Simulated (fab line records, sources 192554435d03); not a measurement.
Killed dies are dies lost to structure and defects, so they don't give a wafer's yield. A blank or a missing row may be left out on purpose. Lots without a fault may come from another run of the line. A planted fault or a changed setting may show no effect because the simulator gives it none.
Which tool did it? | flow n5_finfet | 12 lots, 36 wafers sampled, at 1 step of a route of 1938

WHAT THE GAUGES READ, wafer by wafer
N5_BEOL_M5_CD_MEAS_11: target cd 27.74 nm.
lot  | measured     | on        | cd_nm (nm)
L077 | day 9 01:34  | cd_sem-03 | 28.10 28.41 28.00
L078 | day 9 12:08  | cd_sem-02 | 28.25 28.15 28.00
L074 | day 9 23:59  | cd_sem-01 | 28.09 27.66 27.62
L079 | day 10 03:34 | cd_sem-02 | 27.88 27.99 28.06
L083 | day 11 02:16 | cd_sem-01 | 27.94 27.70 27.96
L085 | day 11 04:41 | cd_sem-01 | 27.83 27.60 27.58
L088 | day 12 13:43 | cd_sem-01 | 28.14 28.65 28.00
L089 | day 12 21:55 | cd_sem-03 | 27.81 28.13 27.67
L091 | day 13 01:25 | cd_sem-01 | 27.60 28.01 27.70
L093 | day 13 22:34 | cd_sem-01 | 28.11 28.03 28.07
L095 | day 14 09:44 | cd_sem-02 | 27.93 27.99 27.63
L097 | day 14 15:51 | cd_sem-03 | 28.08 28.33 28.32

WHICH TOOL RAN EACH LOT (tool, then ch and the chambers of the sampled wafers, then the start)
The record holds no process step before these readings.

THE ANSWER, worked out from the rows above alone
Rule: what is usual is taken from the lots themselves. Put in order of their means at a reading, lots are off if they are a third of the lots or fewer, leave a main group of 4 or more, and stand apart from it by a gap of 3 or more times the standard deviation of the main group's means; of several such gaps the widest counts. A main group whose means are all the same, to the digits that the tables above print for the reading, isn't used. A lot without any number at a reading at which 4 lots or more have one is off too. The other lots that the step has rows for count as sound.
No lot is off at any reading shown: from this, nothing can be told.

WHAT THE SIMULATOR HAD PUT IN
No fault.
